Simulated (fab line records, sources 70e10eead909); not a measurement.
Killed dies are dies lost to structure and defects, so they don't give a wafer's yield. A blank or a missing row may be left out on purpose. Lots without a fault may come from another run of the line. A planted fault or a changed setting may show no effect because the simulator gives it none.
Problem report in the 8D (eight disciplines) form, filled by code | flow nand_harc | the parts of the form that need people (team, actions taken, sign-off) are left out

1. THE PROBLEM
killed_at_array at NHARC_END_SORT_01 reads a mean of 139 on 3 wafers of 3 lots; wafers without a fault read 28 with a standard deviation of 11. That is +10 standard deviations from the usual mean.
First seen on wafer L350.2, day 21 13:16, on prober-02. The record holds 6 wafers of 4 lots with a number at this step. Rule for "out", or "out of limits": more than 4 standard deviations from the usual mean. The other wafers with a number count as sound.

2. WHAT IT IS AND WHAT IT IS NOT
question                    | is                           | is not
which readings at this step | killed_at_array, killed_dies | killed_at_other, killed_at_periphery, killed_open
which lots                  | L350, L351, L352             | L343
which wafers of those lots  | all that have a number       | -
read on which gauges        | prober-01, prober-02         | -
when                        | from day 21 13:16            | up to then (3 sound wafers)

3. SUSPECTS, AND WHAT RULES EACH OUT
Counting: a tool at a process step up to the reading stays a suspect if it ran every lot that is out and no sound lot after the first of them.
- the gauge at NHARC_END_SORT_01: ruled out. The wafers that are out were read on 2 gauges (prober-01, prober-02).
- plasma_asher-02 at NHARC_A_WL_FILL_STRIP_27 (strips in N2/H2, time 20 s): kept. It ran every lot that is out, first L350 (day 17 09:40), and no sound lot after that.
- lpcvd_poly-04 at NHARC_A_WL_FILL_CVD_23 (deposits poly-Si, target thk 40 nm, time 800 s): kept. It ran every lot that is out, first L350 (day 17 22:29), and no sound lot after that; its last sound lot up to then is L343 (day 15 16:35).
Left after counting: plasma_asher-02 at NHARC_A_WL_FILL_STRIP_27, lpcvd_poly-04 at NHARC_A_WL_FILL_CVD_23.

4. THE CAUSE (what the simulator had put in)
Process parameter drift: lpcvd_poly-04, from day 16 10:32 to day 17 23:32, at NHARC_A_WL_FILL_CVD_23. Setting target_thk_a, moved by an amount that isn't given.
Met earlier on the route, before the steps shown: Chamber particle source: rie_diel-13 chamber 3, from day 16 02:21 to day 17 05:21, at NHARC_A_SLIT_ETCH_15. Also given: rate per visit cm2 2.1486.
Counting left 2 suspects, and this tool is among them.

5. THE CHAIN OF EFFECTS, in route order
Each row: a reading whose mean over the struck wafers that have a number lies more than 3 standard deviations from the usual. Only readings for which the record gives a usual standard deviation are gone through. hours: the time from each lot's start at the first step in this table that gives one to its start at this step, as a median over the lots. sigmas: the change in usual standard deviations.
hours | step              | reading         | usual | on struck wafers | change | sigmas
0     | NHARC_END_SORT_01 | killed_at_array | 28    | 139              | +111   | +10
0     | NHARC_END_SORT_01 | killed_dies     | 32    | 142              | +110   | +10

6. WHAT WOULD HAVE CAUGHT IT SOONER
In this record the first reading out of limits at a measuring or inspecting step was taken at day 21 13:16, 123 hours after the fault began at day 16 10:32.
Of the tool readings at NHARC_A_WL_FILL_CVD_23 for which the record gives a usual standard deviation, none was out on any struck wafer, so an alarm limit of 4 standard deviations on them would not have fired.
All the lots that are out (3) had begun NHARC_A_WL_FILL_CVD_23 on lpcvd_poly-04 by day 21 13:16. A hold on the tool at that time would have spared none of them.
